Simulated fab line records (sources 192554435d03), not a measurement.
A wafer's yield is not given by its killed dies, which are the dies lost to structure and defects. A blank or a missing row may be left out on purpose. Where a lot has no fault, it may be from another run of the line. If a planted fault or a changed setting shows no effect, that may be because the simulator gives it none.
Split-lot trial	flow n5-finfet	7 lots, 21 wafers read, on a route of 1938 steps

## SPLIT DETAILS
At N5_SDB_COAT_05 (resist thk 90 nm), the setting spin-rpm was moved away from the recipe's 1500 rpm on 6 of the 21 wafers read, by -8.5% to +10.5%. This setting was run at the recipe's value on the other wafers.

## FROM THE SPLIT TO THE READING: what the file shows between them, 5 steps
- N5_SDB_EBR_07
- N5_SDB_SOFTBAKE_06: time 60 s
- N5_SDB_EXPOSE_08: exposes mask SDB
- N5_SDB_PEB_09: peb time 60 s
- N5_SDB_DEVELOP_10: develop time 30 s

## THE READING
CAR-ArF_of_SDB_COAT_05.thk-nm (the simulator's own value, which no gauge read), in nm, at N5_SDB_DESCUM_16 (chemistry O2, time 7.9 s). The file does not state a usual value for it. Across the 15 wafers here that went through the recipe, the average is 83.5 nm and the standard deviation 0.3 nm.

wafer	tool, chamber at the split	spin-rpm as run, rpm	against the recipe	CAR-ArF_of_SDB_COAT_05.thk-nm, nm	against lot-mates on the recipe
L075.1	litho-track-02, 0	1500	recipe	83.8	-
L075.4	litho-track-02, 0	1500	recipe	83.6	-
L075.6	litho-track-02, 0	1373	-8.5%	87.8	+4.1
L076.1	litho-track-02, 0	1500	recipe	83	-
L076.2	litho-track-02, 0	1500	recipe	82.8	-
L076.5	litho-track-02, 0	1438	-4.1%	85	+2.1
L084.1	litho-track-02, 0	1500	recipe	83.6	-
L084.6	litho-track-02, 0	1500	recipe	83.6	-
L084.5	litho-track-02, 0	1500	recipe	84	-
L089.3	litho-track-02, 0	1500	recipe	83.6	-
L089.5	litho-track-02, 0	1500	recipe	83.6	-
L089.6	litho-track-02, 0	1500	recipe	83.4	-
L094.1	litho-track-05, 0	1656	+10.4%	79	-4.5
L094.4	litho-track-05, 0	1500	recipe	83.4	-
L094.6	litho-track-05, 0	1500	recipe	83.6	-
L095.4	litho-track-02, 0	1500	recipe	83.8	-
L095.5	litho-track-02, 0	1500	recipe	83.8	-
L095.6	litho-track-02, 0	1657	+10.5%	79.4	-4.4
L097.4	litho-track-05, 0	1500	recipe	83.6	-
L097.5	litho-track-05, 0	1404	-6.4%	87.2	+3.6
L097.6	litho-track-05, 0	1404	-6.4%	86.6	+3.0

THE FIT
A straight line over all 21 wafers: CAR-ArF_of_SDB_COAT_05.thk-nm changes by -0.451 nm for each +1% of spin-rpm; r = -0.98; the points scatter about the line by 0.36 nm.
The same after taking each lot's own level away (the mean of its wafers on the recipe; 21 wafers): -0.459 nm for each +1%; r = -1.00; scatter 0.21 nm.
On that fit, the largest move of spin-rpm shifts the reading by 4.8 nm.
Across the lots, their own levels run from 82.90 to 83.80 nm, a range of 3.0 times the standard deviation given above.
Consequently the slope shifts little with the lot-to-lot level, the two slopes agreeing.
Check: with one of the wafers moved furthest among these (+10.5%) left out of the fit, the line predicts -4.88 nm for it against its lot-mates. It came out at -4.4 nm against them.

## OTHER SPLITS APPLIED TO THESE WAFERS
Before the reading, these wafers also passed through other splits. Each is held against what the fit with the lots' levels taken away leaves over:
other split on the same wafers	wafers away from the commonest value	r with CAR-ArF_of_SDB_COAT_05.thk-nm (lot level and that fit taken away)
N5_DUMMY_GATE_COAT_09 spin-rpm	7	-0.08
N5_SD_EPI_N_PEB_07 peb-temp-c	6	-0.35
N5_SDB_HM_DEP_00 time-s	10	-0.33

## THE WHOLE CHAIN: every reading that the file lists as answering this split, in the file's order
step	what it does	reading	change (the file's fit)	r (the file's)
N5_SDB_COAT_05	resist thk 90 nm	CAR-ArF_of_SDB_COAT_05.thk-nm (the simulator's own value, which no gauge read)	-0.459 nm for each +1% of the setting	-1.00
N5_SDB_DEVELOP_10	develop time 30 s	CAR-ArF_of_SDB_COAT_05.thk-nm (the simulator's own value, which no gauge read)	-0.466 nm for each +1% of the setting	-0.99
N5_SDB_DESCUM_16	chemistry O2, time 7.9 s	CAR-ArF_of_SDB_COAT_05.thk-nm (the simulator's own value, which no gauge read)	-0.453 nm for each +1% of the setting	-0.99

## THE FILE'S OWN FIT
CAR-ArF_of_SDB_COAT_05.thk-nm changes by -0.453 nm for each +1% of spin-rpm, r = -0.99.
